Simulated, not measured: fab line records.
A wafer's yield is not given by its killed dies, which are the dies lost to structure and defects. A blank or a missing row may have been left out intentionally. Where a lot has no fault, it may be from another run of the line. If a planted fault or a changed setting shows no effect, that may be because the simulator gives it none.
Matching of chambers :: flow nand harc :: NHARC_P_CONTACT_ALD_22 on ald metal-01: 4 sister chambers
The step deposits TiN, target thk 3 nm, pulse time 1 s, ald cycles 150. 7 wafers are shown with their chamber, then 8 later ones without.

## EACH WAFER AND ITS CHAMBER
wafer: L244.2
chamber: 0
heater power w (W): 1024
precursor pulse height rel: 0.986

wafer: L247.2
chamber: 1
heater power w (W): 1046
precursor pulse height rel: 0.983

wafer: L247.6
chamber: 2
heater power w (W): 946
precursor pulse height rel: 1.029

wafer: L248.4
chamber: 3
heater power w (W): 1054
precursor pulse height rel: 0.966

wafer: L248.5
chamber: 1
heater power w (W): 1053
precursor pulse height rel: 0.999

wafer: L248.6
chamber: 2
heater power w (W): 944
precursor pulse height rel: 0.982

wafer: L250.2
chamber: 3
heater power w (W): 1026
precursor pulse height rel: 1.000

## WAFERS WHOSE CHAMBER IS MISSING
wafer: L250.5
heater power w (W): 1062
precursor pulse height rel: 0.962

wafer: L250.6
heater power w (W): 1028
precursor pulse height rel: 1.004

wafer: L257.1
heater power w (W): 944
precursor pulse height rel: 1.018

wafer: L257.2
heater power w (W): 1026
precursor pulse height rel: 1.001

wafer: L257.5
heater power w (W): 1050
precursor pulse height rel: 0.992

wafer: L259.3
heater power w (W): 1034
precursor pulse height rel: 1.037

wafer: L259.5
heater power w (W): 1043
precursor pulse height rel: 0.973

wafer: L259.6
heater power w (W): 961
precursor pulse height rel: 0.975

## WHICH CHAMBER EACH ONE RAN IN
wafer: L250.5
from the rows above: can't be placed: 1 or 3 or 0
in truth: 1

wafer: L250.6
from the rows above: can't be placed: 0 or 3 or 1
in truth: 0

wafer: L257.1
from the rows above: 2
in truth: 2

wafer: L257.2
from the rows above: can't be placed: 0 or 3 or 1
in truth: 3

wafer: L257.5
from the rows above: can't be placed: 1 or 3
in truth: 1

wafer: L259.3
from the rows above: can't be placed: 0 or 3 or 1
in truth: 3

wafer: L259.5
from the rows above: can't be placed: 3 or 1 or 0
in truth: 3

wafer: L259.6
from the rows above: 2
in truth: 2
Correct placement for 2 of the 8. Cannot be placed on the basis of these rows: 6; the candidates contain the true chamber in 6. Placed wrongly: 0.
How it was worked out, from the rows above alone: a wafer's distance from a chamber is the root of the sum, over the readings, of the square of ((its reading less the chamber's mean) divided by the reading's scatter). The wafer belongs to the nearest chamber; if the next one is less than 2 further off, it can't be placed. The mean given for a chamber averages the wafers shown for that chamber. The scatter: take each reading less its chamber's mean, square it, sum over the shown wafers, divide by the number of wafers less the number of chambers, and take the root.
